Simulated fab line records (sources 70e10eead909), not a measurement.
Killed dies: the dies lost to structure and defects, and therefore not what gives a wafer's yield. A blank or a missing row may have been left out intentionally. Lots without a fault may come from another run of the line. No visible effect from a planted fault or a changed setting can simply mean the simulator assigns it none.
fab line records	flow nand-harc	part 1 of 2: steps 1 to 23 of 32
record: lots: 5	wafers: 15	last-day: 24
route steps=1159 shown A_SOURCE_PLATE@415 A_ONON_D1@424 A_CHANNEL_HOLE_D1@450
lots with no fault: from the same line, run without faults
start-h: hours from the record's opening day to when the first of the lot's shown wafers began	wait-h: hours since the lot's step before	" same as the row above	L1.1+2: a single row standing in for several wafers	- no value present, or no start provided	* or withheld: withheld	< > ~ a bound
route shown NAME@n: a module of which the file shows steps, and the number in the route of the first	usual: mean/standard deviation of fault-free wafers	same: alike in all rows	chamber/n: place in a boat	sites: readings site by site	_std_site: standard deviation across them	_edge_site: mean of outer sites minus mean of inner sites	radius-mm: for every site, how far away it sits from the centre of the wafer	mask NAME#n: copy n	behind: the tool/chamber that last shaped the wafer	hold: the reason the lot was held/the length of the hold in hours/how it ended	device: which transistor (n, p or np) failed to switch	end of line: tests run on the same wafers once the route is complete	a step with no rows: only its recipe	killed: count of dies lost to structure and defects at first sort (not the wafer's yield)	map: a wafer's dies, marking killed ones x, the rest . and places with no die _
set.NAME: the setting as run; set.NAME@STEP: as run at that earlier step	model.NAME: the simulator's own value behind a step, which no gauge read
lots at selected steps of the route; one table per step, one row per wafer
services: the hour from which a tool's chamber was out of use, counted from the record's first day as start-h (under 0 if before that day), plus the number of hours and why
== steps ==
step: NHARC_A_SOURCE_PLATE_OXIDE_02
recipe: target-thk-a: 100	temp-c: 900	ox-time-s: 1362	material: SiO2
usual: spike-tc-centre-C: 900.8/1.2	spike-tc-upper-C: 899.9/1.2	zone-power-lower-pct: 17.7/0.85	zone-power-top-pct: 35.1/0.43
lot.wafer	tool	chamber	start-h	wait-h	spike-tc-centre-C	spike-tc-upper-C	zone-power-lower-pct	zone-power-top-pct
L076.1	furnace-06	0	141.07	-	900.6	899.3	17.9	35.3
L076.2	"	0	"	"	900.8	899.4	17.8	35.0
L076.3	"	0	"	"	899.6	900.4	17.9	35.1
L086.1	furnace-03	0	214.60	-	899.7	899.5	18.1	35.4
L086.2	"	0	"	"	900.9	900.2	18.0	35.1
L086.6	"	0	"	"	897.4	900.9	18.4	35.4
L093.1	furnace-06	0	260.80	-	901.5	899.2	17.8	34.8
L093.4	"	0	"	"	901.1	901.1	17.9	34.7
L093.5	"	0	"	"	901.3	899.4	17.7	35.9
L095.2	furnace-06	0	264.40	-	902.1	900.4	17.7	35.2
L095.3	"	0	"	"	901.3	900.0	17.9	34.8
L095.6	"	0	"	"	903.3	899.1	17.9	34.1
L097.4	furnace-03	0	267.87	-	900.5	901.1	18.2	35.2
L097.5	"	0	"	"	900.7	901.0	18.1	35.3
L097.6	"	0	"	"	900.8	900.9	18.1	34.9
step: NHARC_A_SOURCE_PLATE_THK_MEAS_09
recipe: thk-meas-gauge: ellipsometry
usual: thk-nm: 9.7/1.1
lot.wafer	tool	chamber	start-h	wait-h	thk-nm
L076.1	film-metro-01	-	145.15	0.4	8.7
L076.2	"	-	"	"	10.4
L076.3	"	-	"	"	9.3
L086.1	film-metro-01	-	218.72	0.4	8.9
L086.2	"	-	"	"	11.3
L086.6	"	-	"	"	10.1
L093.1	film-metro-02	-	264.76	0.4	8.0
L093.4	"	-	"	"	10.8
L093.5	"	-	"	"	10.7
L095.2	film-metro-01	-	268.40	0.4	10.4
L095.3	"	-	"	"	12.4
L095.6	"	-	"	"	10.5
L097.4	film-metro-01	-	271.96	0.4	9.8
L097.5	"	-	"	"	9.0
L097.6	"	-	"	"	9.3
step: NHARC_A_SOURCE_PLATE_PVD_04
recipe: target-thk-a: 500	material: WSi2
lot.wafer	tool	chamber	start-h	wait-h
L076.1+3+2	pvd-sputter-01	-	145.22	0.1
L086.1+2+6	pvd-sputter-01	-	218.78	0.1
L093.1+4+5	pvd-sputter-01	-	264.83	0.1
L095.2+3+6	pvd-sputter-01	-	268.45	0.1
L097.4+5+6	pvd-sputter-01	-	272.04	0.1
step: NHARC_A_SOURCE_PLATE_CVD_03
recipe: target-thk-a: 2000	temp-c: 620	pressure-mtorr: 200	time-s: 4000	material: poly-Si
usual: spike-tc-centre-C: 619.9/1	spike-tc-upper-C: 619.2/1.1	zone-power-lower-pct: 8.7/0.78	zone-power-top-pct: 18.9/1.4
lot.wafer	tool	chamber	start-h	wait-h	spike-tc-centre-C	spike-tc-upper-C	zone-power-lower-pct	zone-power-top-pct
L076.1	lpcvd-poly-01	0	147.89	-	621.3	620.0	9.7	17.1
L076.2	"	0	"	"	620.1	619.5	9.9	17.1
L076.3	"	0	"	"	619.9	619.7	9.8	17.5
L086.1	lpcvd-poly-04	0	221.33	-	622.0	619.5	7.8	18.4
L086.2	"	0	"	"	620.4	619.4	7.6	18.2
L086.6	"	0	"	"	620.3	619.0	7.6	18.7
L093.1	lpcvd-poly-02	0	267.32	-	619.4	618.6	8.0	20.4
L093.4	"	0	"	"	620.7	620.0	8.1	20.3
L093.5	"	0	"	"	618.5	620.4	8.2	20.1
L095.2	lpcvd-poly-01	0	271.14	-	620.3	618.4	9.7	17.6
L095.3	"	0	"	"	620.8	618.2	9.9	17.1
L095.6	"	0	"	"	620.7	619.6	9.7	17.5
L097.4	lpcvd-poly-02	0	274.53	-	619.5	618.3	8.2	20.2
L097.5	"	0	"	"	620.1	618.5	8.3	20.0
L097.6	"	0	"	"	618.2	621.0	8.3	20.5
step: NHARC_A_SOURCE_PLATE_ANNEAL_05
recipe: temp-c: 850	time-s: 1800
usual: spike-tc-centre-C: 850.4/1.3	spike-tc-upper-C: 850.3/1.3	zone-power-lower-pct: 16.0/0.57	zone-power-top-pct: 32.2/0.33
lot.wafer	tool	chamber	start-h	wait-h	spike-tc-centre-C	spike-tc-upper-C	zone-power-lower-pct	zone-power-top-pct
L076.1	furnace-06	0	154.54	3.5	852.2	847.8	15.7	32.0
L076.2	"	0	"	"	850.8	849.2	15.9	31.5
L076.3	"	0	"	"	849.0	850.5	15.9	32.3
L086.1	furnace-06	0	227.96	3.5	852.0	849.3	16.0	32.1
L086.2	"	0	"	"	850.2	849.5	16.2	32.3
L086.6	"	0	"	"	852.5	847.9	15.8	32.0
L093.1	furnace-03	0	273.61	3.2	850.1	852.9	16.5	32.5
L093.4	"	0	"	"	850.3	848.8	16.1	32.3
L093.5	"	0	"	"	850.3	851.9	16.0	32.4
L095.2	furnace-06	0	277.79	3.5	849.5	849.9	16.0	31.8
L095.3	"	0	"	"	851.7	851.0	16.0	32.3
L095.6	"	0	"	"	852.5	849.0	16.2	32.0
L097.4	furnace-03	0	281.24	3.6	848.2	851.0	16.3	31.7
L097.5	"	0	"	"	849.7	851.1	16.0	32.4
L097.6	"	0	"	"	850.3	852.8	16.3	32.5
step: NHARC_A_SOURCE_PLATE_THK_MEAS_06
recipe: thk-meas-gauge: ellipsometry
usual: thk-nm: 200.2/2.1
lot.wafer	tool	chamber	start-h	wait-h	thk-nm
L076.1	film-metro-01	-	158.48	0.4	204.0
L076.2	"	-	"	"	201.8
L076.3	"	-	"	"	203.4
L086.1	film-metro-01	-	231.87	0.4	202.1
L086.2	"	-	"	"	197.2
L086.6	"	-	"	"	198.9
L093.1	film-metro-01	-	277.57	0.4	198.2
L093.4	"	-	"	"	196.8
L093.5	"	-	"	"	200.0
L095.2	film-metro-02	-	281.71	0.4	199.0
L095.3	"	-	"	"	198.3
L095.6	"	-	"	"	200.0
L097.4	film-metro-02	-	285.14	0.4	200.5
L097.5	"	-	"	"	201.2
L097.6	"	-	"	"	201.1
step: NHARC_A_SOURCE_PLATE_INSPECT_08
usual: raw-defect-count: 63/24
lot.wafer	tool	chamber	start-h	wait-h	raw-defect-count
L076.1	defect-inspect-02	-	158.57	0.0	42
L076.2	"	-	"	"	58
L076.3	"	-	"	"	52
L086.1	defect-inspect-01	-	231.94	0.0	50
L086.2	"	-	"	"	44
L086.6	"	-	"	"	84
L093.1	defect-inspect-01	-	277.64	0.0	64
L093.4	"	-	"	"	50
L093.5	"	-	"	"	76
L095.2	defect-inspect-02	-	281.77	0.0	67
L095.3	"	-	"	"	29
L095.6	"	-	"	"	60
L097.4	defect-inspect-01	-	285.20	0.0	71
L097.5	"	-	"	"	65
L097.6	"	-	"	"	61
step: NHARC_A_ONON_D1_DEP_00
recipe: target-thk-a: 10000	n2-flow-sccm: 2750	n2o-flow-sccm: 2000	nh3-flow-sccm: 500	sih4-flow-sccm: 210	temp-c: 400
usual: n2o-flow-sccm: 2000/6.2	sih4-flow-sccm: 210.0/0.57
lot.wafer	tool	chamber	start-h	wait-h	n2o-flow-sccm	sih4-flow-sccm
L076.1	pecvd-onon-02	0	159.02	0.5	1999	209.6
L076.2	"	0	"	"	1995	209.4
L076.3	"	0	"	"	1982	209.9
L086.1	pecvd-onon-03	0	232.00	0.1	1991	210.7
L086.2	"	0	"	"	1996	211.1
L086.6	"	0	"	"	1997	210.5
L093.1	pecvd-onon-02	0	277.70	0.1	2009	210.1
L093.4	"	0	"	"	1999	209.9
L093.5	"	0	"	"	2003	210.1
L095.2	pecvd-onon-03	0	281.90	0.1	1992	209.7
L095.3	"	0	"	"	1994	210.4
L095.6	"	0	"	"	2005	210.8
L097.4	pecvd-onon-02	0	285.45	0.2	1992	208.8
L097.5	"	0	"	"	1986	209.1
L097.6	"	0	"	"	1992	209.8
step: NHARC_A_ONON_D1_THK_MEAS_02
recipe: thk-meas-gauge: ellipsometry
usual: thk-nm: 998/7.8
lot.wafer	tool	chamber	start-h	wait-h	thk-nm
L076.1	film-metro-02	-	159.54	-	1010
L076.2	"	-	"	"	1010
L076.3	"	-	"	"	1010
L086.1	film-metro-01	-	232.52	-	980
L086.2	"	-	"	"	981
L086.6	"	-	"	"	982
L093.1	film-metro-02	-	278.21	-	998
L093.4	"	-	"	"	998
L093.5	"	-	"	"	999
L095.2	film-metro-01	-	282.35	-	1002
L095.3	"	-	"	"	1003
L095.6	"	-	"	"	1002
L097.4	film-metro-01	-	285.78	-	994
L097.5	"	-	"	"	993
L097.6	"	-	"	"	993
step: NHARC_A_ONON_D1_DEP_03
recipe: target-thk-a: 10000	n2-flow-sccm: 2750	n2o-flow-sccm: 2000	nh3-flow-sccm: 500	sih4-flow-sccm: 210	temp-c: 400
usual: n2o-flow-sccm: 1999/6.7	sih4-flow-sccm: 210.1/0.72
lot.wafer	tool	chamber	start-h	wait-h	n2o-flow-sccm	sih4-flow-sccm
L076.1	pecvd-onon-01	0	159.74	0.2	2007	210.4
L076.2	"	0	"	"	2000	210.2
L076.3	"	0	"	"	1996	210.0
L086.1	pecvd-onon-02	0	232.57	0.1	1996	210.6
L086.2	"	0	"	"	2002	209.9
L086.6	"	0	"	"	1995	209.9
L093.1	pecvd-onon-01	0	278.28	0.1	1999	210.3
L093.4	"	0	"	"	2004	211.6
L093.5	"	0	"	"	2008	210.6
L095.2	pecvd-onon-01	0	282.46	0.1	2011	209.7
L095.3	"	0	"	"	2001	209.1
L095.6	"	0	"	"	2010	209.4
L097.4	pecvd-onon-03	0	286.01	0.2	1995	210.8
L097.5	"	0	"	"	1989	209.9
L097.6	"	0	"	"	2004	210.4
step: NHARC_A_ONON_D1_THK_MEAS_05
recipe: thk-meas-gauge: ellipsometry
usual: thk-nm: 999/7.1
lot.wafer	tool	chamber	start-h	wait-h	thk-nm
L076.1	film-metro-02	-	160.25	-	995
L076.2	"	-	"	"	996
L076.3	"	-	"	"	995
L086.1	film-metro-01	-	233.10	-	1013
L086.2	"	-	"	"	1015
L086.6	"	-	"	"	1013
L093.1	film-metro-01	-	278.79	-	1002
L093.4	"	-	"	"	1003
L093.5	"	-	"	"	1002
L095.2	film-metro-02	-	282.92	-	1001
L095.3	"	-	"	"	1000
L095.6	"	-	"	"	1001
L097.4	film-metro-02	-	286.36	-	1001
L097.5	"	-	"	"	1004
L097.6	"	-	"	"	1001
step: NHARC_A_ONON_D1_DEP_06
recipe: target-thk-a: 10000	n2-flow-sccm: 2750	n2o-flow-sccm: 2000	nh3-flow-sccm: 500	sih4-flow-sccm: 210	temp-c: 400
usual: n2o-flow-sccm: 2000/6.4	sih4-flow-sccm: 210.0/0.59
lot.wafer	tool	chamber	start-h	wait-h	n2o-flow-sccm	sih4-flow-sccm
L076.1	pecvd-onon-02	0	160.77	0.5	1996	210.2
L076.2	"	0	"	"	1996	210.3
L076.3	"	0	"	"	2000	210.1
L086.1	pecvd-onon-01	0	233.16	0.1	2007	210.3
L086.2	"	0	"	"	2009	209.1
L086.6	"	0	"	"	2001	209.5
L093.1	pecvd-onon-03	0	278.84	0.1	1999	209.9
L093.4	"	0	"	"	2000	210.4
L093.5	"	0	"	"	1995	209.3
L095.2	pecvd-onon-02	0	283.03	0.1	1995	210.4
L095.3	"	0	"	"	2007	211.2
L095.6	"	0	"	"	2000	210.6
L097.4	pecvd-onon-01	0	286.59	0.2	2009	210.0
L097.5	"	0	"	"	2014	210.4
L097.6	"	0	"	"	2013	209.7
step: NHARC_A_ONON_D1_THK_MEAS_08
recipe: thk-meas-gauge: ellipsometry
usual: thk-nm: 999/9.4
lot.wafer	tool	chamber	start-h	wait-h	thk-nm
L076.1	film-metro-01	-	161.28	-	1006
L076.2	"	-	"	"	1007
L076.3	"	-	"	"	1004
L086.1	film-metro-02	-	233.67	-	998
L086.2	"	-	"	"	998
L086.6	"	-	"	"	999
L093.1	film-metro-01	-	279.35	-	1006
L093.4	"	-	"	"	1004
L093.5	"	-	"	"	1005
L095.2	film-metro-02	-	283.48	-	1001
L095.3	"	-	"	"	1000
L095.6	"	-	"	"	999
L097.4	film-metro-01	-	286.93	-	981
L097.5	"	-	"	"	982
L097.6	"	-	"	"	980
step: NHARC_A_ONON_D1_DEP_09
recipe: target-thk-a: 10000	n2-flow-sccm: 2750	n2o-flow-sccm: 2000	nh3-flow-sccm: 500	sih4-flow-sccm: 210	temp-c: 400
usual: n2o-flow-sccm: 2000/6.5	sih4-flow-sccm: 210.1/0.71
lot.wafer	tool	chamber	start-h	wait-h	n2o-flow-sccm	sih4-flow-sccm
L076.1	pecvd-onon-01	0	161.49	0.2	1993	210.3
L076.2	"	0	"	"	1992	209.2
L076.3	"	0	"	"	2002	210.4
L086.1	pecvd-onon-01	0	233.73	0.1	2009	209.4
L086.2	"	0	"	"	2003	210.9
L086.6	"	0	"	"	2007	210.3
L093.1	pecvd-onon-02	0	279.40	0.1	2008	210.3
L093.4	"	0	"	"	2004	209.8
L093.5	"	0	"	"	2007	210.5
L095.2	pecvd-onon-03	0	283.59	0.1	2000	210.1
L095.3	"	0	"	"	2013	209.9
L095.6	"	0	"	"	2000	210.4
L097.4	pecvd-onon-01	0	287.16	0.2	2010	209.6
L097.5	"	0	"	"	2004	209.1
L097.6	"	0	"	"	2002	209.1
step: NHARC_A_ONON_D1_THK_MEAS_11
recipe: thk-meas-gauge: ellipsometry
usual: thk-nm: 998/9.8
lot.wafer	tool	chamber	start-h	wait-h	thk-nm
L076.1	film-metro-02	-	161.99	-	990
L076.2	"	-	"	"	991
L076.3	"	-	"	"	993
L086.1	film-metro-01	-	234.24	-	992
L086.2	"	-	"	"	992
L086.6	"	-	"	"	995
L093.1	film-metro-02	-	279.92	-	995
L093.4	"	-	"	"	996
L093.5	"	-	"	"	994
L095.2	film-metro-01	-	284.05	-	998
L095.3	"	-	"	"	997
L095.6	"	-	"	"	996
L097.4	film-metro-02	-	287.50	-	993
L097.5	"	-	"	"	994
L097.6	"	-	"	"	992
step: NHARC_A_ONON_D1_DEP_12
recipe: target-thk-a: 10000	n2-flow-sccm: 2750	n2o-flow-sccm: 2000	nh3-flow-sccm: 500	sih4-flow-sccm: 210	temp-c: 400
usual: n2o-flow-sccm: 2001/6.2	sih4-flow-sccm: 210.0/0.58
lot.wafer	tool	chamber	start-h	wait-h	n2o-flow-sccm	sih4-flow-sccm
L076.1	pecvd-onon-02	0	162.52	0.5	2006	210.6
L076.2	"	0	"	"	2009	210.1
L076.3	"	0	"	"	2016	210.3
L086.1	pecvd-onon-01	0	234.29	0.1	2002	209.8
L086.2	"	0	"	"	2011	210.1
L086.6	"	0	"	"	2003	209.8
L093.1	pecvd-onon-01	0	279.97	0.1	1995	209.5
L093.4	"	0	"	"	1992	210.5
L093.5	"	0	"	"	1999	209.1
L095.2	pecvd-onon-01	0	284.16	0.1	2002	209.4
L095.3	"	0	"	"	1998	209.5
L095.6	"	0	"	"	1997	209.0
L097.4	pecvd-onon-01	0	287.73	0.2	2004	209.9
L097.5	"	0	"	"	2001	210.2
L097.6	"	0	"	"	2014	209.7
step: NHARC_A_ONON_D1_THK_MEAS_14
recipe: thk-meas-gauge: ellipsometry
usual: thk-nm: 999/10
lot.wafer	tool	chamber	start-h	wait-h	thk-nm
L076.1	film-metro-02	-	163.04	-	1008
L076.2	"	-	"	"	1006
L076.3	"	-	"	"	1005
L086.1	film-metro-01	-	234.81	-	1009
L086.2	"	-	"	"	1007
L086.6	"	-	"	"	1009
L093.1	film-metro-02	-	280.48	-	1015
L093.4	"	-	"	"	1016
L093.5	"	-	"	"	1016
L095.2	film-metro-01	-	284.62	-	1002
L095.3	"	-	"	"	1000
L095.6	"	-	"	"	999
L097.4	film-metro-01	-	288.06	-	1001
L097.5	"	-	"	"	1001
L097.6	"	-	"	"	1000
step: NHARC_A_ONON_D1_ANNEAL_15
recipe: temp-c: 750	time-s: 3600
usual: spike-tc-centre-C: 750.5/1.4	spike-tc-upper-C: 750.0/1.1	zone-power-lower-pct: 12.2/0.43	zone-power-top-pct: 27/3.3
lot.wafer	tool	chamber	start-h	wait-h	spike-tc-centre-C	spike-tc-upper-C	zone-power-lower-pct	zone-power-top-pct
L076.1	furnace-08	0	166.33	3.3	751.6	751.2	11.3	21
L076.2	"	0	"	"	754.1	748.4	11.6	22
L076.3	"	0	"	"	753.3	750.2	11.4	21
L086.1	furnace-04	0	237.49	2.7	749.5	751.2	12.4	30
L086.2	"	0	"	"	749.3	751.2	12.5	29
L086.6	"	0	"	"	749.8	750.1	12.6	29
L093.1	furnace-08	0	284.11	3.6	753.6	751.5	11.5	21
L093.4	"	0	"	"	752.2	751.4	11.5	22
L093.5	"	0	"	"	751.5	750.2	11.3	22
L095.2	furnace-04	0	287.33	2.7	748.8	749.9	12.4	29
L095.3	"	0	"	"	749.6	750.6	12.5	29
L095.6	"	0	"	"	749.0	749.3	12.1	29
L097.4	furnace-04	0	290.83	2.8	749.5	748.5	12.4	29
L097.5	"	0	"	"	750.9	750.8	12.6	29
L097.6	"	0	"	"	750.1	752.3	12.6	29
step: NHARC_A_ONON_D1_DEP_16
recipe: target-thk-a: 10000	n2-flow-sccm: 2750	n2o-flow-sccm: 2000	nh3-flow-sccm: 500	sih4-flow-sccm: 210	temp-c: 400
usual: n2o-flow-sccm: 1999/6	sih4-flow-sccm: 210.0/0.61
lot.wafer	tool	chamber	start-h	wait-h	n2o-flow-sccm	sih4-flow-sccm
L076.1	pecvd-onon-03	0	170.21	0.1	1995	210.2
L076.2	"	0	"	"	1999	210.3
L076.3	"	0	"	"	1998	210.3
L086.1	pecvd-onon-03	0	241.42	0.1	1995	209.6
L086.2	"	0	"	"	2002	210.5
L086.6	"	0	"	"	1995	210.1
L093.1	pecvd-onon-02	0	287.94	0.1	1990	209.9
L093.4	"	0	"	"	2001	210.7
L093.5	"	0	"	"	2001	209.8
L095.2	pecvd-onon-02	0	291.32	0.1	1987	210.7
L095.3	"	0	"	"	1983	210.3
L095.6	"	0	"	"	1993	211.2
L097.4	pecvd-onon-01	0	294.91	0.2	2013	210.2
L097.5	"	0	"	"	2006	210.2
L097.6	"	0	"	"	1994	209.7
step: NHARC_A_ONON_D1_THK_MEAS_18
recipe: thk-meas-gauge: ellipsometry
usual: thk-nm: 1003/11
lot.wafer	tool	chamber	start-h	wait-h	thk-nm
L076.1	film-metro-01	-	170.72	-	1015
L076.2	"	-	"	"	1014
L076.3	"	-	"	"	1017
L086.1	film-metro-02	-	241.93	-	1018
L086.2	"	-	"	"	1018
L086.6	"	-	"	"	1019
L093.1	film-metro-02	-	288.45	-	1006
L093.4	"	-	"	"	1006
L093.5	"	-	"	"	1003
L095.2	film-metro-02	-	291.77	-	985
L095.3	"	-	"	"	986
L095.6	"	-	"	"	986
L097.4	film-metro-01	-	295.24	-	998
L097.5	"	-	"	"	997
L097.6	"	-	"	"	996
step: NHARC_A_ONON_D1_DEP_19
recipe: target-thk-a: 10000	n2-flow-sccm: 2750	n2o-flow-sccm: 2000	nh3-flow-sccm: 500	sih4-flow-sccm: 210	temp-c: 400
usual: n2o-flow-sccm: 2000/5.3	sih4-flow-sccm: 210.0/0.68
lot.wafer	tool	chamber	start-h	wait-h	n2o-flow-sccm	sih4-flow-sccm
L076.1	pecvd-onon-01	0	170.77	0.1	1995	210.4
L076.2	"	0	"	"	2002	209.4
L076.3	"	0	"	"	2000	209.7
L086.1	pecvd-onon-01	0	241.98	0.1	1997	209.7
L086.2	"	0	"	"	1996	210.1
L086.6	"	0	"	"	2002	209.4
L093.1	pecvd-onon-01	0	288.52	0.1	1994	210.7
L093.4	"	0	"	"	1993	209.8
L093.5	"	0	"	"	2002	210.8
L095.2	pecvd-onon-03	0	291.89	0.1	1998	210.4
L095.3	"	0	"	"	1996	210.4
L095.6	"	0	"	"	1998	209.5
L097.4	pecvd-onon-01	0	295.47	0.2	1996	210.2
L097.5	"	0	"	"	1993	210.5
L097.6	"	0	"	"	1996	210.5
step: NHARC_A_ONON_D1_THK_MEAS_21
recipe: thk-meas-gauge: ellipsometry
usual: thk-nm: 997/8.5
lot.wafer	tool	chamber	start-h	wait-h	thk-nm
L076.1	film-metro-01	-	171.28	-	998
L076.2	"	-	"	"	1000
L076.3	"	-	"	"	999
L086.1	film-metro-01	-	242.49	-	992
L086.2	"	-	"	"	994
L086.6	"	-	"	"	994
L093.1	film-metro-01	-	289.03	-	998
L093.4	"	-	"	"	999
L093.5	"	-	"	"	1001
L095.2	film-metro-01	-	292.33	-	993
L095.3	"	-	"	"	993
L095.6	"	-	"	"	995
L097.4	film-metro-02	-	295.81	-	1011
L097.5	"	-	"	"	1010
L097.6	"	-	"	"	1012
step: NHARC_A_ONON_D1_DEP_22
recipe: target-thk-a: 10000	n2-flow-sccm: 2750	n2o-flow-sccm: 2000	nh3-flow-sccm: 500	sih4-flow-sccm: 210	temp-c: 400
usual: n2o-flow-sccm: 1999/6.3	sih4-flow-sccm: 209.9/0.61
lot.wafer	tool	chamber	start-h	wait-h	n2o-flow-sccm	sih4-flow-sccm
L076.1	pecvd-onon-02	0	171.34	0.1	1997	210.4
L076.2	"	0	"	"	2007	211.2
L076.3	"	0	"	"	1992	210.6
L086.1	pecvd-onon-02	0	242.55	0.1	2007	210.0
L086.2	"	0	"	"	2010	209.8
L086.6	"	0	"	"	2002	209.2
L093.1	pecvd-onon-03	0	289.09	0.1	2003	210.3
L093.4	"	0	"	"	1996	210.1
L093.5	"	0	"	"	2002	210.0
L095.2	pecvd-onon-01	0	292.45	0.1	2004	209.1
L095.3	"	0	"	"	2010	209.7
L095.6	"	0	"	"	1997	209.9
L097.4	pecvd-onon-01	0	296.04	0.2	2003	209.6
L097.5	"	0	"	"	2004	209.2
L097.6	"	0	"	"	1999	209.3
